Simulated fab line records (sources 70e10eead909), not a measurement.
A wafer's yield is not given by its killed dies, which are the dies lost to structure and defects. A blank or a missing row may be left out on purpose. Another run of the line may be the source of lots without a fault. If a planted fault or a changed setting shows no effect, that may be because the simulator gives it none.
Struck lot and sound lot, side by side	flow nand harc	31 steps out of a route of 1159
Sound: wafers L433.3, L433.4, L433.5. Struck: wafers L438.2, L438.4, L438.6. At the end, the cause is stated.
Per side, at each step with rows, come the tool, then ch with its chambers, and then its first start. Under that, the readings that differ: sound wafers	struck wafers	difference of the means	sigmas: that difference in standard deviations of wafers without a fault.
alike: readings with means less than 2 such deviations apart, plus words and numbers identical on both sides. not compared: withheld readings, readings lacking a value on some wafer, bounds such as >300 that could conceal the same value, and numbers that have no deviation in the record and whose values overlap.
Wherever a step has rows on one side only, a row that says differs or no value, or a row with sigmas, the two part there. When numbers do not overlap yet have no deviation, they are printed without sigmas and do not part them. Lack of a reading on every wafer of one side parts them only where that side has two or more wafers.

first, 1 step without rows for these wafers: NHARC_A_CHANNEL_HOLE_D1_DEVELOP_09 (develop time 35 s).
NHARC_A_CHANNEL_HOLE_D1_CD_MEAS_10 targets a cd of 100 nm.
  sound on cd sem-02 ch 0, day 9 03:46; struck on cd sem-01 ch 0, day 10 14:01
  alike: cd nm
NHARC_A_CHANNEL_HOLE_D1_OVL_MEAS_11:
  struck on overlay-02, day 10 14:06; sound on overlay-01, day 9 03:50
  alike: overlay x nm, overlay y nm
NHARC_A_CHANNEL_HOLE_D1_INSPECT_12:
  struck on defect inspect-01, day 10 14:08; sound on defect inspect-02, day 9 03:53
  alike: raw defect count
then, 1 step without rows for these wafers: NHARC_A_CHANNEL_HOLE_D1_DESCUM_15 (chemistry O2, time 3 s).
NHARC_A_CHANNEL_HOLE_D1_ETCH_38: etches the open film in CF4, target depth 39 nm, time 65 s.
  sound on rie diel-10 ch 0,1,3, day 9 04:02; struck on rie diel-10 ch 2,3, day 10 14:17
  alike: drypump motor current A, oes product au, rf vpp V, showerhead plenum p Torr, throttle valve pct
  not compared: rf hours counter h
then, 3 steps without rows for these wafers: NHARC_A_CHANNEL_HOLE_D1_ETCH_39 (etches the open film in N2/H2, target depth 260 nm, time 325 s); NHARC_A_CHANNEL_HOLE_D1_ETCH_34 (etches the open film in CF4/CHF3, target depth 154 nm, time 77 s); NHARC_A_CHANNEL_HOLE_D1_ETCH_16 (etches the open film in O2/COS, target depth 3100 nm, time 806 s).
NHARC_A_CHANNEL_HOLE_D1_CD_MEAS_18:
  struck on cd sem-01, day 10 15:19; sound on cd sem-01, day 9 05:08
  alike: cd nm
NHARC_A_CHANNEL_HOLE_D1_ETCH_19: etches the open film in C4F8/O2/Ar, time 34.5 s.
  sound on har etch-02 ch 0,1, day 9 07:17; struck on har etch-02 ch 1, day 10 15:25
  alike: drypump motor current A, showerhead plenum p Torr, throttle valve pct
  not compared: rf hours counter h
then, 1 step without rows for these wafers: NHARC_A_CHANNEL_HOLE_D1_ETCH_20 (etches the open film in C4F8/O2/Ar, time 361.9 s, target depth 1600 nm).
NHARC_A_CHANNEL_HOLE_D1_ETCH_21: etches the open film in C4F8/O2/Ar, time 514.3 s, target depth 1600 nm.
  sound on har etch-02 ch 0,1, day 9 07:49; struck on har etch-02 ch 1, day 10 15:53
  alike: drypump motor current A, showerhead plenum p Torr, throttle valve pct
  not compared: rf hours counter h
NHARC_A_CHANNEL_HOLE_D1_ETCH_22: etches the open film in C4F8/O2/Ar, time 666.7 s, target depth 1600 nm.
  sound on har etch-02 ch 0,1, day 9 08:18; struck on har etch-02 ch 1, day 10 16:20
  alike: drypump motor current A, showerhead plenum p Torr, throttle valve pct
  not compared: rf hours counter h
then, 9 steps without rows for these wafers: NHARC_A_CHANNEL_HOLE_D1_ETCH_23 (etches the open film in C4F8/O2/Ar, time 819 s, target depth 1600 nm); NHARC_A_CHANNEL_HOLE_D1_ETCH_24 (etches the open film in C4F8/O2/Ar, time 906.2 s, target depth 1500 nm); NHARC_A_CHANNEL_HOLE_D1_ETCH_25 (etches the open film in C4F8/O2/Ar, time 1040.2 s, target depth 1500 nm); NHARC_A_CHANNEL_HOLE_D1_ETCH_26 (etches the open film in C4F8/O2/Ar, time 224.1 s, target depth 300 nm); NHARC_A_CHANNEL_HOLE_D1_ETCH_33 (etches the open film in C4F8/O2/Ar, time 90 s, target depth 400 nm); NHARC_A_CHANNEL_HOLE_D1_STRIP_41 (strips in N2/H2); NHARC_A_CHANNEL_HOLE_D1_STRIP_42 (strips in CF4/CHF3); NHARC_A_CHANNEL_HOLE_D1_STRIP_43 (strips in O2/COS); NHARC_A_CHANNEL_HOLE_D1_ETCH_44 (etches the open film in CF4/O2, target depth 140 nm, overetch 14 nm, time 77 s).
NHARC_A_CHANNEL_HOLE_D1_STRIP_27: strips in O2.
  sound on rie diel-02 ch 0,1; struck on rie diel-10 ch 0,1,2
reading	sound	struck	difference	sigmas
rf vpp V (V)	57.7 59.6 58.5	56.6 56.7 56.9	-1.9	-2
  alike: drypump motor current A, oes product au, showerhead plenum p Torr, throttle valve pct
  not compared: rf hours counter h
then, 2 steps without rows for these wafers: NHARC_A_CHANNEL_HOLE_D1_PRECLEAN_28 (cleans in SC1); NHARC_A_CHANNEL_HOLE_D1_SRD_29.
NHARC_A_CHANNEL_HOLE_D1_CD_MEAS_30:
  struck on cd sem-03, day 10 21:04; sound on cd sem-02, day 9 12:45
  alike: cd nm
NHARC_A_CHANNEL_HOLE_D1_XSEM_31:
  sound on xsem-02 ch 0, day 9 12:51; struck on xsem-01 ch 0, day 10 21:09
  alike: bot cd nm, bow nm, tilt deg
NHARC_A_CHANNEL_HOLE_D1_INSPECT_40:
  struck on defect inspect-02, day 10 21:14; sound on defect inspect-02, day 9 12:56
reading	sound	struck	difference	sigmas
raw defect count	28 33 39	398 385 346	+343	+21
then, 1 step without rows for these wafers: NHARC_A_CHANNEL_FILL_D1_PRECLEAN_00 (cleans in SC1).
-- jump in the record: it breaks off in module A_CHANNEL_FILL_D1 and resumes in module END (first step shown: number 1159 of the route), and 11 days separate the struck wafers' starts before and after --
NHARC_END_SORT_01:
  the record has rows for the struck wafers here (prober-01 ch 0, day 22 07:48) and none for the sound ones

== WHERE THEY PART ==
At NHARC_A_CHANNEL_HOLE_D1_STRIP_27 first; at NHARC_END_SORT_01 last (within this record only).

WHY: what the simulator had put in
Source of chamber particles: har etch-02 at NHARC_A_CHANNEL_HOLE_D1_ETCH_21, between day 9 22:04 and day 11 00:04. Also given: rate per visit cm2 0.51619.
